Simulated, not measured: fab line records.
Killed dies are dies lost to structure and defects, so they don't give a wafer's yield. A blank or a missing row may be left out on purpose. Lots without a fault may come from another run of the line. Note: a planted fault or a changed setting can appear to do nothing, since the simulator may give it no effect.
Problem report in the 8D (eight disciplines) form, filled by code || flow nand-harc || the parts of the form that need people (team, actions taken, sign-off) are left out

== 1. THE ISSUE ==
Wafers without a fault read 20.004 mTorr, standard deviation 0.017; chamber-pressure-mTorr at NHARC_A_CONTACT_ETCH_118 reads a mean of 16.007 mTorr on 9 wafers belonging to 3 lots. That is -99 or more standard deviations from the usual mean.
The step: etches the open film in C4F8/O2/Ar, time 190 s, target depth 1850 nm.
Earliest sighting: wafer L971.3 on har-cap-etch-02 at day 25 01:35. The record has a number at this step for 36 wafers belonging to 12 lots. By rule, "out" or "out of limits" means more than 4 standard deviations away from the usual mean. Any other wafer with a number is counted as sound.

== 2. WHAT IT IS; WHAT IT IS NOT ==
{"question": "which readings at this step", "is": "chamber-pressure-mTorr", "is not": "-"}
{"question": "which lots", "is": "L971, L973, L974", "is not": "L963, L964, L969, L975, L976, L980, L981, L982, L985"}
{"question": "which wafers of those lots", "is": "all that have a number", "is not": "-"}
{"question": "read on which tools", "is": "har-cap-etch-02", "is not": "har-cap-etch-01, har-cap-etch-03"}
{"question": "when", "is": "from day 25 01:35", "is not": "up to then (9 sound wafers); but 18 sound wafers of L975, L976, L980, L981, L982, L985 came after"}

== 3. SUSPECTS, AND WHAT RULES EACH OUT ==
Counting: a tool at a process step up to the reading stays a suspect if it ran every lot that is out and no sound lot after the first of them.
- har-cap-etch-02 at NHARC_A_CONTACT_ETCH_112 (etches the open film in C4F8/O2/Ar, time 190 s, target depth 1850 nm): ruled out as a lasting fault. Sound lots L980, L985 ran on it after its first lot that is out, L971 (day 25 00:33).
- har-cap-etch-02 at NHARC_A_CONTACT_ETCH_118 (etches the open film in C4F8/O2/Ar, time 190 s, target depth 1850 nm): ruled out as a lasting fault. Sound lots L980, L985 ran on it after its first lot that is out, L971 (day 25 01:35).
Left after counting: nothing in the record.

== 4. THE CAUSE (what the simulator had put in) ==
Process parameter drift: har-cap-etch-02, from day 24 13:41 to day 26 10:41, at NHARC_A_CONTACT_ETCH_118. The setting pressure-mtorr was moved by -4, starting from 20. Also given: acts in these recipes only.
Counting ruled it out, wrongly.

== 5. THE CHAIN OF EFFECTS, in route order ==
Rows list readings where the struck wafers' mean (over those with a number) sits beyond 3 standard deviations from the usual. Only readings for which the record gives a usual standard deviation are gone through. hours: the time from each lot's start at the first step in this table that gives one to its start at this step, as a median over the lots. sigmas: the change in usual standard deviations.
{"hours": 0, "step": "NHARC_A_CONTACT_ETCH_118", "reading": "chamber-pressure-mTorr", "usual": "20.004 mTorr", "on struck wafers": 16.007, "change": -3.997, "sigmas": "-99 or more"}
It contains these process steps:
- NHARC_A_CONTACT_ETCH_118: etches the open film in C4F8/O2/Ar, time 190 s, target depth 1850 nm.

== 6. HOW IT WOULD HAVE BEEN CAUGHT EARLIER ==
In this record no reading fell out of limits until day 25 01:35, 12 hours after the fault had begun at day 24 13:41.
